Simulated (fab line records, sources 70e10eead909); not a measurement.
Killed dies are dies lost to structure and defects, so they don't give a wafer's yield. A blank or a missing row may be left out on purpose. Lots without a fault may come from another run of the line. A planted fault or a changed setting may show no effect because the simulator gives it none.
A struck lot beside a sound one | flow nand_harc | 14 steps out of a route of 1302
Sound: wafers L964.1, L964.3, L964.5. Struck: wafers L968.1, L968.2, L968.5. The cause comes at the end.
At each step with rows: each side's tool, then ch and its chambers, then its first start. Under that, the readings that differ: sound wafers | struck wafers | difference of the means | sigmas: that difference in standard deviations of wafers without a fault.
alike: readings whose means differ by less than 2 such deviations, and words and numbers that are the same on both sides. not compared: withheld readings, readings that some wafer has no value for, bounds like >300 that may hide the same value, and numbers for which the record gives no deviation and whose values overlap.
The two part at a step that has a row with sigmas, a row that says differs or no value, or rows on one side only. Numbers that don't overlap but have no deviation are shown without sigmas and don't part them. A reading that every wafer of one side lacks parts them only if that side has two wafers or more.

NHARC_A_STAIRCASE_STRIP_316: strips in O2.
  sound on rie_diel-02 ch 1,2, day 23 03:19; struck on rie_diel-04 ch 1,2,3
  reading      | sound          | struck         | difference | sigmas
  rf_vpp_V (V) | 57.9 59.5 58.8 | 56.6 56.6 56.8 | -2.1       | -2
  alike: drypump_motor_current_A, oes_product_au, showerhead_plenum_p_Torr, throttle_valve_pct
  not compared: rf_hours_counter_h
then, 3 steps without rows for these wafers: NHARC_A_STAIRCASE_STRIP_317 (strips in SPM, time 900 s); NHARC_A_STAIRCASE_PRECLEAN_318 (cleans in SC1); NHARC_A_STAIRCASE_SRD_329.
NHARC_A_STAIRCASE_ALD_415: deposits SiO2, target thk 30 nm, pulse time 6 s, ald cycles 300.
  sound on ald_hk-03 ch 0,1,3, day 23 04:32; struck on ald_hk-01 ch 0,2, day 24 22:59
  alike: heater_power_outer_w, heater_power_w, precursor_pulse_height_rel
  not compared: since_wet_clean_h
NHARC_A_STAIRCASE_ETCHBACK_416: etches the open film in C4F8/O2/Ar, target depth 36 nm, time 7.2 s.
  sound on rie_diel-02 ch 0,2; struck on rie_diel-04 ch 0,2,3
  alike: oes_product_au, rf_vpp_V
  not compared: rf_hours_counter_h
NHARC_A_STAIRCASE_STRIP_476: strips in O2, time 20 s.
  sound on rie_diel-02 ch 0,1,2, day 23 06:28; struck on rie_diel-04 ch 1,2,3, day 25 01:00
  alike: drypump_motor_current_A, oes_product_au, rf_vpp_V, showerhead_plenum_p_Torr, throttle_valve_pct
  not compared: rf_hours_counter_h
NHARC_A_STAIRCASE_DEP_417: deposits Si3N4, target thk 60 nm.
  sound on pecvd-01 ch 0,1,2, day 23 06:34; struck on pecvd-04 ch 0,1,2, day 25 01:06
  alike: heater_power_w
  not compared: since_wet_clean_h
then, 3 steps without rows for these wafers: NHARC_A_STAIRCASE_WET_418 (chemistry H3PO4, target depth 20 nm); NHARC_A_STAIRCASE_PRECLEAN_419 (cleans in SC1); NHARC_A_STAIRCASE_SRD_421.
NHARC_A_STAIRCASE_ALD_420: deposits SiO2, target thk 20 nm, pulse time 6 s, ald cycles 200.
  sound on ald_hk-01 ch 0,1,2, day 23 08:38; struck on ald_hk-02 ch 0,3, day 25 03:49
  no value came back on the struck wafers for ald_cycles, heater_power_outer_w (W), heater_power_w (W), precursor_pulse_height_rel; on the sound wafers ald_cycles reads 200 200 200
  not compared: since_wet_clean_h
then, 1 step without rows for these wafers: NHARC_A_STAIRCASE_CVD_552 (deposits SiNx, target thk 40 nm).
-- the record jumps here: 7 days lie between the struck wafers' starts before and after (it left off in module A_STAIRCASE and takes up again in module END, whose first step shown is number 1302 of the route) --
NHARC_END_SORT_01:
  sound on prober-01 ch 0, day 30 02:02; struck on prober-01 ch 0, day 32 12:13
  reading         | sound    | struck      | difference | sigmas
  killed_at_array | 62 54 58 | 673 671 675 | +615       | +38
  killed_dies     | 65 59 62 | 677 677 677 | +615       | +38
  alike: killed_at_other, killed_at_periphery, killed_open, killed_short

WHERE THEY PART
First at NHARC_A_STAIRCASE_STRIP_316; last, within this record, at NHARC_END_SORT_01.

WHY: what the simulator had put in
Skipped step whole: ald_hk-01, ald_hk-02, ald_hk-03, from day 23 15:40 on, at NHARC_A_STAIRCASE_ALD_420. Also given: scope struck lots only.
